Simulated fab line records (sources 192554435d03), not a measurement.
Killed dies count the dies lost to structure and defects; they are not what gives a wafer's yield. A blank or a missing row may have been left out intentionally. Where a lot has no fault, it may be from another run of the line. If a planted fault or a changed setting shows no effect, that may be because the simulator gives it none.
Matching of chambers	flow n5Finfet	N5_BEOL_M4_ILD_DEP_00 on pecvd-01 has 3 sister chambers
The step deposits SiOC from DEMS/O2, target thk 79 nm, time 15.3 s. 6 wafers are shown with their chamber, then 8 later ones without.

WAFERS PAIRED WITH THEIR CHAMBERS
wafer	chamber	throttleValvePct (%)	heaterPowerW (W)
L331.2	0	11.7	473
L331.3	2	11.4	411
L336.2	2	11.7	483
L336.3	0	12.0	458
L336.6	1	10.7	588
L339.2	1	10.6	549

WAFERS WHOSE CHAMBER IS MISSING
wafer	throttleValvePct (%)	heaterPowerW (W)
L339.5	11.8	436
L339.6	11.0	533
L341.2	12.0	431
L341.4	11.7	446
L341.6	10.8	550
L344.2	10.7	523
L344.5	11.5	512
L344.6	10.8	524

WHICH CHAMBER EACH WENT THROUGH
wafer	from the rows above	in truth
L339.5	can't be placed: 0 or 2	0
L339.6	can't be placed: 1 or 2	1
L341.2	can't be placed: 0 or 2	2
L341.4	can't be placed: 2 or 0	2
L341.6	1	1
L344.2	1	1
L344.5	can't be placed: 2 or 0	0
L344.6	1	1
Placed correctly: 3 of 8. Not placeable from these rows: 5 (in 5, the candidates include the true chamber). 0 placed wrongly.
How it was worked out, from the rows above alone: a wafer's distance from a chamber is the root of the sum, over the readings, of the square of ((its reading less the chamber's mean) divided by the reading's scatter). If the next closest chamber is less than 2 further off than the closest, the wafer can't be placed; otherwise it belongs to the closest. Each chamber's mean is taken over the wafers shown for it. The scatter is the square root of a quotient: the sum, over the shown wafers, of each reading's squared deviation from its chamber's mean, divided by wafers minus chambers.
